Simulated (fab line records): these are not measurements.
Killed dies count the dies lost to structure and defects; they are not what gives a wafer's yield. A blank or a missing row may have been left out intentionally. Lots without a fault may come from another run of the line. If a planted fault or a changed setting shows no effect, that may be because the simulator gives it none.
Matching of chambers / flow nand-harc / rie-diel-01 running NHARC_A_SLIT_DESCUM_14: 4 sister chambers
The step chemistry O2, time 3 s. 8 wafers are shown with their chamber, then 12 later ones without.

== WAFERS, EACH WITH ITS CHAMBER ==
wafer=L080.1; chamber=2; drypump-motor-current-A (A)=5.6; oes-product-au (a.u.)=0.984
wafer=L083.2; chamber=0; drypump-motor-current-A (A)=6.0; oes-product-au (a.u.)=1.001
wafer=L084.1; chamber=0; drypump-motor-current-A (A)=6.1; oes-product-au (a.u.)=1.000
wafer=L084.2; chamber=2; drypump-motor-current-A (A)=5.5; oes-product-au (a.u.)=0.981
wafer=L084.4; chamber=3; drypump-motor-current-A (A)=5.9; oes-product-au (a.u.)=0.987
wafer=L089.3; chamber=1; drypump-motor-current-A (A)=6.3; oes-product-au (a.u.)=1.006
wafer=L089.4; chamber=3; drypump-motor-current-A (A)=5.9; oes-product-au (a.u.)=1.017
wafer=L089.5; chamber=1; drypump-motor-current-A (A)=6.3; oes-product-au (a.u.)=0.998

== WAFERS WHOSE CHAMBER IS MISSING ==
wafer=L090.1; drypump-motor-current-A (A)=6.0; oes-product-au (a.u.)=1.010
wafer=L090.5; drypump-motor-current-A (A)=6.3; oes-product-au (a.u.)=1.007
wafer=L090.6; drypump-motor-current-A (A)=5.5; oes-product-au (a.u.)=0.982
wafer=L092.2; drypump-motor-current-A (A)=5.9; oes-product-au (a.u.)=1.017
wafer=L092.3; drypump-motor-current-A (A)=6.3; oes-product-au (a.u.)=1.003
wafer=L092.5; drypump-motor-current-A (A)=5.9; oes-product-au (a.u.)=1.019
wafer=L094.2; drypump-motor-current-A (A)=6.0; oes-product-au (a.u.)=1.003
wafer=L094.5; drypump-motor-current-A (A)=5.6; oes-product-au (a.u.)=0.983
wafer=L094.6; drypump-motor-current-A (A)=5.9; oes-product-au (a.u.)=1.006
wafer=L097.3; drypump-motor-current-A (A)=5.9; oes-product-au (a.u.)=1.013
wafer=L097.5; drypump-motor-current-A (A)=6.3; oes-product-au (a.u.)=0.998
wafer=L097.6; drypump-motor-current-A (A)=5.5; oes-product-au (a.u.)=0.988

== CHAMBER TAKEN BY EACH ==
wafer=L090.1; from the rows above=can't be placed: 0 or 3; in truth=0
wafer=L090.5; from the rows above=1; in truth=1
wafer=L090.6; from the rows above=2; in truth=2
wafer=L092.2; from the rows above=can't be placed: 3 or 0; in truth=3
wafer=L092.3; from the rows above=1; in truth=1
wafer=L092.5; from the rows above=can't be placed: 3 or 0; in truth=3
wafer=L094.2; from the rows above=can't be placed: 0 or 3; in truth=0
wafer=L094.5; from the rows above=2; in truth=2
wafer=L094.6; from the rows above=3; in truth=3
wafer=L097.3; from the rows above=3; in truth=3
wafer=L097.5; from the rows above=1; in truth=1
wafer=L097.6; from the rows above=2; in truth=2
Placed correctly: 8 of 12. From these rows, 4 cannot be placed; in 4 the true chamber is one of the candidates. Number placed wrongly: 0.
How it was worked out, from the rows above alone: a wafer's distance from a chamber is the root of the sum, over the readings, of the square of ((its reading less the chamber's mean) divided by the reading's scatter). The wafer belongs to the nearest chamber; if the next one is less than 2 further off, it can't be placed. For every chamber, the mean is computed from those of its wafers that are shown. The scatter is the square root of a quotient: the sum, over the shown wafers, of each reading's squared deviation from its chamber's mean, divided by wafers minus chambers.
